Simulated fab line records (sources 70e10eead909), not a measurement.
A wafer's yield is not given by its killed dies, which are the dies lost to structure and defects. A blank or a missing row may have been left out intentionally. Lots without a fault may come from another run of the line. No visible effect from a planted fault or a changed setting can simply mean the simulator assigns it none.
fab line records	flow nandHarc
record lots=5	wafers=15	lastDay=32
route steps=1302 shown A_SGD_CUT@892 END@1302
lots untouched by any fault: they come from a run of this same line in which no faults occurred
startH: hours from the record's opening day to when the first of the lot's shown wafers began	waitH: time in hours since the lot's previous step	" unchanged from the row above	L1.1+2: several wafers, shown together as one row	- value missing, or start not given	* or withheld: withheld	< > ~ a bound
route shown NAME@n: NAME is a module with steps in the file, n the number in the route of the first one	usual: average and standard deviation across the fault-free wafers	same: alike in all rows	chamber/n: place in a boat	sites: the reading at each site	_std_site: how widely they spread, as a standard deviation	_edge_site: mean of outer sites minus mean of inner sites	radiusMm: how far each site lies from the wafer's centre	mask NAME#n: copy n	behind: the tool/chamber that last shaped the wafer	hold: reason for holding the lot/hours on hold/outcome of the hold	device: the transistor (n, p or np) that didn't switch	end of line: tests of these same wafers at the route's end	for a step that has no rows: nothing shown but its recipe	killed: not the wafer's yield, but the dies lost to structure and defects at the first sort	map: a wafer's dies, marking killed ones x, the rest . and places with no die _
set.NAME: the setting as run; set.NAME@STEP: as run at that earlier step	model.NAME: the simulator's own value behind a step, which no gauge read
lots at some steps of the route; a table a step, a row a wafer
services: the hour from which a tool's chamber was out of use, counted from the record's first day as startH (under 0 if before that day), plus the number of hours and why
## steps
# step NHARC_A_SGD_CUT_HMDS_02
# recipe timeS=30
# step NHARC_A_SGD_CUT_COAT_56
# recipe tempC=260	timeS=75
# step NHARC_A_SGD_CUT_COAT_57
# recipe tempC=225	timeS=65
# step NHARC_A_SGD_CUT_COAT_03
# recipe spinRpm=1500	resistThkNm=90
# step NHARC_A_SGD_CUT_SOFTBAKE_04
# recipe tempC=105	timeS=55
# step NHARC_A_SGD_CUT_EBR_05
# step NHARC_A_SGD_CUT_EXPOSE_06
# recipe na=1.35	doseMj=85.59	maskId=SGD
# step NHARC_A_SGD_CUT_PEB_07
# recipe pebTempC=100	pebTimeS=65
# step NHARC_A_SGD_CUT_DEVELOP_08
# recipe developTimeS=35	devTempC=23
# step NHARC_A_SGD_CUT_CD_MEAS_09
# recipe targetCdNm=100	landingEnergyEv=500
# usual cdNm=100.0/0.54
lot.wafer	tool	chamber	startH	waitH	cdNm
L497.2	cdSem-03	0	458.37	-	100.5
L497.3	"	0	"	"	100.6
L497.6	"	0	"	"	100.5
L496.2	cdSem-02	0	458.64	-	100.6
L496.3	"	0	"	"	100.5
L496.6	"	0	"	"	100.4
L506.1	cdSem-02	0	560.66	-	100.1
L506.2	"	0	"	"	100.1
L506.5	"	0	"	"	100.0
L513.1	cdSem-01	0	618.95	-	99.8
L513.3	"	0	"	"	101.2
L513.5	"	0	"	"	100.6
L516.3	cdSem-02	0	637.29	-	99.5
L516.4	"	0	"	"	99.9
L516.5	"	0	"	"	100.0
# step NHARC_A_SGD_CUT_OVL_MEAS_10
# usual overlayXNm=0.1/0.89	overlayYNm=0.3/0.86
lot.wafer	tool	chamber	startH	waitH	overlayXNm	overlayYNm
L497.2	overlay-01	-	458.46	-	-1.3	-0.5
L497.3	"	-	"	"	-1.4	-0.4
L497.6	"	-	"	"	-1.3	-0.3
L496.2	overlay-02	-	458.73	-	1.1	0.2
L496.3	"	-	"	"	0.8	0.4
L496.6	"	-	"	"	0.6	-0.1
L506.1	overlay-01	-	560.75	-	1.0	0.4
L506.2	"	-	"	"	0.6	0.9
L506.5	"	-	"	"	0.9	0.9
L513.1	overlay-01	-	619.04	-	0.7	-0.5
L513.3	"	-	"	"	1.2	-0.1
L513.5	"	-	"	"	1.0	-0.4
L516.3	overlay-01	-	637.38	-	1.3	-1.0
L516.4	"	-	"	"	1.0	-0.8
L516.5	"	-	"	"	1.1	-1.3
# step NHARC_A_SGD_CUT_INSPECT_11
# usual rawDefectCount=54/31
lot.wafer	tool	chamber	startH	waitH	rawDefectCount
L497.2	defectInspect-01	-	458.50	0.0	129
L497.3	"	-	"	"	125
L497.6	"	-	"	"	111
L496.2	defectInspect-02	-	458.77	0.0	16
L496.3	"	-	"	"	24
L496.6	"	-	"	"	20
L506.1	defectInspect-02	-	560.79	0.0	16
L506.2	"	-	"	"	8
L506.5	"	-	"	"	17
L513.1	defectInspect-02	-	619.07	0.0	20
L513.3	"	-	"	"	18
L513.5	"	-	"	"	27
L516.3	defectInspect-01	-	637.41	0.0	82
L516.4	"	-	"	"	88
L516.5	"	-	"	"	70
# step NHARC_A_SGD_CUT_DESCUM_14
# recipe timeS=3	o2FlowSccm=200	arFlowSccm=0	biasPowerW=0	chemistry=O2
# usual drypumpMotorCurrentA=5.9/0.44	oesProductAu=1.000/0.013	rfVppV=57.8/0.75	runLengthS=23.9/0.33	showerheadPlenumPTorr=1.93/0.069	throttleValvePct=11.312/0.0085
lot.wafer	tool	chamber	startH	waitH	drypumpMotorCurrentA	oesProductAu	rfHoursCounterH	rfVppV	runLengthS	showerheadPlenumPTorr	throttleValvePct
L497.3	rieDiel-11	1	458.57	0.1	6.4	1.017	1	57.4	23.8	2.01	11.298
L497.2	"	3	"	"	6.2	0.988	1	56.7	24.0	2.01	11.296
L497.6	"	1	"	"	6.5	1.017	-	58.1	23.7	2.01	11.305
L496.2	rieDiel-07	3	458.87	0.1	6.2	1.001	12	58.5	24.4	1.93	11.312
L496.3	"	2	"	"	5.2	0.987	13	57.7	24.2	1.83	11.300
L496.6	"	3	"	"	6.2	1.011	-	57.0	23.8	1.93	11.315
L506.2	rieDiel-11	2	560.87	0.1	5.9	1.007	10	58.8	23.4	1.94	11.325
L506.1	"	3	"	"	6.2	0.984	9	59.2	25.7	2.01	11.314
L506.5	"	1	"	"	6.4	1.012	-	58.6	23.6	2.01	11.320
L513.1	rieDiel-11	2	619.13	0.1	5.9	0.992	0	58.3	23.7	1.94	11.308
L513.3	"	0	"	"	5.8	0.987	0	56.9	23.7	1.87	11.308
L513.5	"	2	"	"	5.9	0.986	-	58.1	24.1	1.94	11.309
L516.3	rieDiel-07	3	637.48	0.1	6.2	1.001	13	57.7	23.8	1.92	11.308
L516.4	"	2	"	"	5.2	0.985	14	58.1	23.7	1.82	11.303
L516.5	"	0	"	"	6.6	0.992	-	57.8	24.0	1.81	11.316
# step NHARC_A_SGD_CUT_ETCH_58
# recipe targetDepthA=390	overEtchFrac=0.3	timeS=65	ionEnergyEv=80	cf4FlowSccm=150	arFlowSccm=0	rfW=300	biasW=100	chemistry=CF4
# usual drypumpMotorCurrentA=5.9/0.45	oesProductAu=1.000/0.012	rfVppV=151.5/1.1	showerheadPlenumPTorr=1.78/0.06	throttleValvePct=13.284/0.0095
# same timeS=65
lot.wafer	tool	chamber	startH	waitH	drypumpMotorCurrentA	oesProductAu	rfHoursCounterH	rfVppV	showerheadPlenumPTorr	throttleValvePct
L497.2	rieDiel-11	3	458.64	0.1	6.2	0.999	1	151.3	1.85	13.277
L497.3	"	1	"	"	6.5	1.019	1	152.7	1.86	13.285
L497.6	"	0	"	"	5.8	1.001	-	152.2	1.73	13.272
L496.3	rieDiel-07	3	458.96	0.1	6.2	1.004	12	152.3	1.78	13.277
L496.2	"	0	"	"	6.6	1.021	12	149.6	1.69	13.291
L496.6	"	0	"	"	6.6	1.009	-	150.0	1.68	13.299
L506.2	rieDiel-11	2	560.94	0.1	5.9	1.007	10	151.5	1.79	13.288
L506.1	"	1	"	"	6.5	1.011	9	153.1	1.85	13.280
L506.5	"	3	"	"	6.2	0.986	-	151.1	1.85	13.278
L513.1	rieDiel-11	1	619.22	0.1	6.5	1.023	0	151.4	1.85	13.274
L513.3	"	0	"	"	5.8	0.994	0	149.6	1.73	13.279
L513.5	"	2	"	"	5.9	0.995	-	152.3	1.79	13.283
L516.3	rieDiel-07	2	637.56	0.1	5.2	0.985	14	151.1	1.69	13.277
L516.4	"	3	"	"	6.2	0.998	13	151.7	1.78	13.278
L516.5	"	2	"	"	5.2	0.990	-	151.1	1.69	13.271
# step NHARC_END_SORT_01
# recipe tempC=25
# usual killedAtArray=56/19	killedAtOther=0.6/1	killedAtPeriphery=3.9/2.7	killedDies=61/19	killedOpen=3.3/1.9	killedShort=2.4/1.7
# same grossDies=677
lot.wafer	tool	chamber	startH	waitH	killedAtArray	killedAtOther	killedAtPeriphery	killedDies	killedOpen	killedShort
L496.2	prober-01	0	586.76	2.8	21	0	0	21	4	1
L496.3	prober-01	0	587.56	3.1	27	0	6	33	0	2
L496.6	prober-01	0	589.97	4.0	31	0	1	32	5	1
L513.1	prober-01	0	742.94	2.5	52	1	10	63	4	5
L513.3	prober-01	0	744.52	3.1	54	0	1	55	1	1
L513.5	prober-01	0	746.11	3.7	56	1	4	61	2	2
# killed by level:class
L496.2 A_CHANNEL_HOLE_D2:chamberFilmFlake=8 A_STAIRCASE:chamberFilmFlake=4 A_BLC:geometricParticle:open=2 A_CONTACT:unspecified=2 A_DECK1_JOINT:geometricParticle:short=1 A_ONON_D2:geometricParticle:open=1 A_M0:geometricParticle:open=1 A_WL_FILL:chamberFilmFlake=1
L496.3 A_CHANNEL_HOLE_D2:chamberFilmFlake=10 A_STAIRCASE:chamberFilmFlake=5 P_BONDPAD:chamberFilmFlake=4 A_CONTACT:unspecified=4 A_CONTACT:chamberFilmFlake=4 A_SLIT:geometricParticle:short=1 A_WL_FILL:geometricParticle:short=1 P_GATE:chamberFilmFlake=1
L496.6 A_CHANNEL_HOLE_D2:chamberFilmFlake=8 A_STAIRCASE:chamberFilmFlake=7 A_CONTACT:chamberFilmFlake=5 A_WL_FILL:geometricParticle:open=2 A_CHANNEL_FILL_D1:geometricParticle:short=1 A_DECK1_JOINT:geometricParticle:open=1 A_CHANNEL_FILL_D2:geometricParticle:open=1 A_M0:geometricParticle:open=1
L513.1 A_SLIT:chamberFilmFlake=25 A_CHANNEL_HOLE_D1:chamberFilmFlake=13 A_SGD_CUT:chamberFilmFlake=5 P_CONTACT:geometricParticle:short=2 A_ONON_D2:geometricParticle:open=2 P_ZERO_WELL:chamberFilmFlake=2 P_STI:chamberFilmFlake=2 P_M1:chamberFilmFlake=2
L513.3 A_SLIT:chamberFilmFlake=31 A_CHANNEL_HOLE_D1:chamberFilmFlake=9 A_SGD_CUT:chamberFilmFlake=6 A_CONTACT:chamberFilmFlake=4 A_STAIRCASE:chamberFilmFlake=2 P_CONTACT:geometricParticle:open=1 A_CHANNEL_FILL_D2:geometricParticle:short=1 A_WL_FILL:chamberFilmFlake=1
L513.5 A_SLIT:chamberFilmFlake=26 A_CHANNEL_HOLE_D1:chamberFilmFlake=13 A_SGD_CUT:chamberFilmFlake=4 P_ZERO_WELL:chamberFilmFlake=3 A_WL_FILL:chamberFilmFlake=3 A_CONTACT:chamberFilmFlake=3 A_STAIRCASE:chamberFilmFlake=2 P_GATE:geometricParticle:open=1
## services
tool	chamber	startH	hours	kind
rieDiel-11	0	441.50	-	clean
rieDiel-11	1	441.50	-	clean
rieDiel-11	2	441.50	-	clean
rieDiel-11	3	441.50	-	clean
rieDiel-11	0	466.03	-	clean
rieDiel-11	1	466.03	-	clean
rieDiel-11	2	466.03	-	clean
rieDiel-11	3	466.03	-	clean
rieDiel-07	-	471.20	9.0	pm
rieDiel-11	0	490.53	-	clean
rieDiel-11	1	490.53	-	clean
rieDiel-11	2	490.53	-	clean
rieDiel-11	3	490.53	-	clean
rieDiel-11	0	494.07	9.5	repair
rieDiel-11	3	499.49	6.8	repair
rieDiel-07	0	500.99	6.0	repair
rieDiel-07	-	511.14	0.8	repair
rieDiel-11	0	515.03	-	clean
rieDiel-11	1	515.03	-	clean
rieDiel-11	-	525.59	0.2	repair
rieDiel-07	-	572.43	1.2	repair
rieDiel-11	2	579.94	2.5	repair
rieDiel-07	1	583.09	5.7	repair
rieDiel-11	-	609.50	9.0	pm
## key
firstSign step=NHARC_A_SGD_CUT_DESCUM_14	reading=runLengthS	direction=up	sigmas=5.6	usual=*	struck=*
effect none on later readings
metAt NHARC_A_SGD_CUT_DESCUM_14
struckWafers L506.1
testerLeftOut L506
onsetBetween 458.57 560.87
fault kind=processParameterDrift	tool=rieDiel-11	chamber=-	onsetH=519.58	steps=NHARC_A_SGD_CUT_DESCUM_14	channel=timeS	offset=*	shape=step	endH=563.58	scope=struckWafersOnly	actsIn=*	stated=*
# testerLeftOut: of these lots the tester's yield and bins aren't shown, on N5 and GAA mostly nor the transistor test; their killed dies are dies lost to structure and defects alone, not to doping, threshold or leakage, so they don't give the yield
